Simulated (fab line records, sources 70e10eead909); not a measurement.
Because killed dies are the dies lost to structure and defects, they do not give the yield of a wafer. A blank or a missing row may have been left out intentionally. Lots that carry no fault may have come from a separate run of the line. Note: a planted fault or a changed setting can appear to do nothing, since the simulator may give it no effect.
Chamber matching :: flow nandHarc :: NHARC_A_WL_FILL_ALD_10 on aldHk-02 has 4 sister chambers
The step deposits SiO2, target thk 50 nm, pulse time 10 s, ald cycles 500. 8 wafers are shown with their chamber, then 12 later ones without.

WAFERS PAIRED WITH THEIR CHAMBERS
wafer: L080.1
chamber: 3
heaterPowerOuterW (W): 266
heaterPowerW (W): 505

wafer: L080.6
chamber: 3
heaterPowerOuterW (W): 267
heaterPowerW (W): 481

wafer: L086.1
chamber: 1
heaterPowerOuterW (W): 249
heaterPowerW (W): 441

wafer: L086.5
chamber: 1
heaterPowerOuterW (W): 248
heaterPowerW (W): 457

wafer: L086.6
chamber: 2
heaterPowerOuterW (W): 256
heaterPowerW (W): 467

wafer: L087.1
chamber: 0
heaterPowerOuterW (W): 235
heaterPowerW (W): 449

wafer: L087.3
chamber: 2
heaterPowerOuterW (W): 254
heaterPowerW (W): 473

wafer: L087.6
chamber: 0
heaterPowerOuterW (W): 240
heaterPowerW (W): 433

WAFERS MISSING THEIR CHAMBER
wafer: L088.4
heaterPowerOuterW (W): 257
heaterPowerW (W): 455

wafer: L088.5
heaterPowerOuterW (W): 245
heaterPowerW (W): 437

wafer: L088.6
heaterPowerOuterW (W): 250
heaterPowerW (W): 428

wafer: L090.3
heaterPowerOuterW (W): 273
heaterPowerW (W): 489

wafer: L090.4
heaterPowerOuterW (W): 256
heaterPowerW (W): 459

wafer: L090.2
heaterPowerOuterW (W): 250
heaterPowerW (W): 448

wafer: L093.1
heaterPowerOuterW (W): 250
heaterPowerW (W): 469

wafer: L093.3
heaterPowerOuterW (W): 247
heaterPowerW (W): 439

wafer: L093.6
heaterPowerOuterW (W): 248
heaterPowerW (W): 452

wafer: L096.1
heaterPowerOuterW (W): 250
heaterPowerW (W): 470

wafer: L096.2
heaterPowerOuterW (W): 272
heaterPowerW (W): 485

wafer: L096.3
heaterPowerOuterW (W): 241
heaterPowerW (W): 431

THE CHAMBER EACH PASSED THROUGH
wafer: L088.4
from the rows above: 2
in truth: 2

wafer: L088.5
from the rows above: can't be placed: 1 or 0
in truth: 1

wafer: L088.6
from the rows above: 1
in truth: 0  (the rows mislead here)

wafer: L090.3
from the rows above: 3
in truth: 3

wafer: L090.4
from the rows above: 2
in truth: 2

wafer: L090.2
from the rows above: 1
in truth: 1

wafer: L093.1
from the rows above: can't be placed: 1 or 2
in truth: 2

wafer: L093.3
from the rows above: 1
in truth: 1

wafer: L093.6
from the rows above: 1
in truth: 1

wafer: L096.1
from the rows above: can't be placed: 1 or 2
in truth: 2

wafer: L096.2
from the rows above: 3
in truth: 3

wafer: L096.3
from the rows above: 0
in truth: 0
Placed correctly: 8 of 12. Unplaceable from these rows: 3, with the true chamber sitting among the candidates in 3. Placed wrongly: 1.
How it was worked out, from the rows above alone: a wafer's distance from a chamber is the root of the sum, over the readings, of the square of ((its reading less the chamber's mean) divided by the reading's scatter). The wafer belongs to the nearest chamber; if the next one is less than 2 further off, it can't be placed. For every chamber, the mean is computed from those of its wafers that are shown. The scatter is the square root of a quotient: the sum, over the shown wafers, of each reading's squared deviation from its chamber's mean, divided by wafers minus chambers.
